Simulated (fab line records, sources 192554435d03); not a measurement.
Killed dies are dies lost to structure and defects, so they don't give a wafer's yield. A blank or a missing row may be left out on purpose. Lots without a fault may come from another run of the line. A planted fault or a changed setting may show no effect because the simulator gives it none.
Split-lot experiment | flow n5_finfet | 7 lots, 21 wafers read, on a route of 1938 steps

THE SPLIT
At N5_BEOL_M7_PECVD_70 (deposits SiO2 from TEOS/O2, target thk 20 nm, time 22.7 s), the setting time_s was moved away from the recipe's 22.7 s on 8 of the 21 wafers read, by -14.4% to +9.1%. The other wafers ran this setting at the recipe's value.

The reading is taken at the split's own step.

THE READING
SiO2_of_BEOL_M7_PECVD_70.thk_nm (the simulator's own value, which no gauge read), in nm, at N5_BEOL_M7_PECVD_70 (deposits SiO2 from TEOS/O2, target thk 20 nm, time 22.7 s). The file gives no usual value for it. The 13 wafers here that ran the recipe average 20.0 nm, standard deviation 0.31 nm.

wafer  | tool, chamber at the split | time_s as run, s | against the recipe | SiO2_of_BEOL_M7_PECVD_70.thk_nm, nm | against lot-mates on the recipe
L077.1 | pecvd-01, 1                | 22.7             | recipe             | 19.6                                | -
L077.4 | pecvd-01, 1,0              | 22.7             | recipe             | 20                                  | -
L077.5 | pecvd-01, 1,0              | 22.7             | recipe             | 20                                  | -
L075.2 | pecvd-02, 0                | 22.7             | recipe             | 20                                  | -
L075.3 | pecvd-02, 1                | 20.41            | -10.1%             | 18                                  | -2.1
L075.6 | pecvd-02, 2                | 22.7             | recipe             | 20.2                                | -
L082.2 | pecvd-04, 2,0              | 22.7             | recipe             | 20.4                                | -
L082.5 | pecvd-04, 2,0              | 22.7             | recipe             | 20.4                                | -
L082.4 | pecvd-04, 2                | 24.77            | +9.1%              | 22.4                                | +2.0
L083.2 | pecvd-02, 2                | 19.44            | -14.4%             | 17.2                                | -3.1
L083.3 | pecvd-02, 1                | 22.7             | recipe             | 20                                  | -
L083.6 | pecvd-02, 1                | 22.7             | recipe             | 20.6                                | -
L088.1 | pecvd-02, 0                | 19.54            | -13.9%             | 17.4                                | -2.6
L088.2 | pecvd-02, 1                | 22.7             | recipe             | 20                                  | -
L088.6 | pecvd-02, 2                | 19.54            | -13.9%             | 17.6                                | -2.4
L089.1 | pecvd-01, 0                | 22.7             | recipe             | 20                                  | -
L089.3 | pecvd-01, 2                | 23.79            | +4.8%              | 20.4                                | +0.4
L089.4 | pecvd-01, 2                | 23.79            | +4.8%              | 21                                  | +1.0
L097.2 | pecvd-02, 0                | 22.7             | recipe             | 19.4                                | -
L097.4 | pecvd-02, 1                | 22.7             | recipe             | 20                                  | -
L097.5 | pecvd-02, 2                | 21.8             | -4.0%              | 19.4                                | -0.3
Where a row lists several chambers, the file gives one row for several wafers and doesn't say which wafer went through which chamber.

THE FIT
A straight line over all 21 wafers: SiO2_of_BEOL_M7_PECVD_70.thk_nm changes by +0.194 nm for each +1% of time_s; r = +0.97; the points scatter about the line by 0.32 nm.
The same after taking each lot's own level away (the mean of its wafers on the recipe; 21 wafers): +0.192 nm for each +1%; r = +0.98; scatter 0.26 nm.
On that fit, the largest move of time_s shifts the reading by 2.8 nm.
The lots' own levels span 19.70 to 20.40 nm, that is 2.3 times the standard deviation above.
So the lot-to-lot level changes the slope little: the two slopes agree.
Check: with one of the wafers moved furthest among these (-14.4%) left out of the fit, the line predicts -2.64 nm for it against its lot-mates. It came out at -3.1 nm against them.

OTHER SPLITS ON THESE WAFERS
These wafers also went through other splits before the reading. Each is held against what the fit with the lots' levels taken away leaves over:
other split on the same wafers   | wafers away from the commonest value | r with SiO2_of_BEOL_M7_PECVD_70.thk_nm (lot level and that fit taken away)
N5_BEOL_M2_EXPOSE_25 dose_mj     | 7                                    | +0.09
N5_BEOL_M4_TRENCH_ETCH_37 time_s | 8                                    | -0.12
N5_BEOL_M5_ETCH_62 source_w      | 4                                    | +0.31
N5_BEOL_M6_PECVD_70 time_s       | 8                                    | +0.10
N5_BEOL_M6_EXPOSE_08 dose_mj     | 4                                    | +0.49
N5_BEOL_M6_ETCH_62 time_s        | 4                                    | -0.06

THE FILE'S OWN FIT
SiO2_of_BEOL_M7_PECVD_70.thk_nm changes by +0.198 nm for each +1% of time_s, r = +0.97.
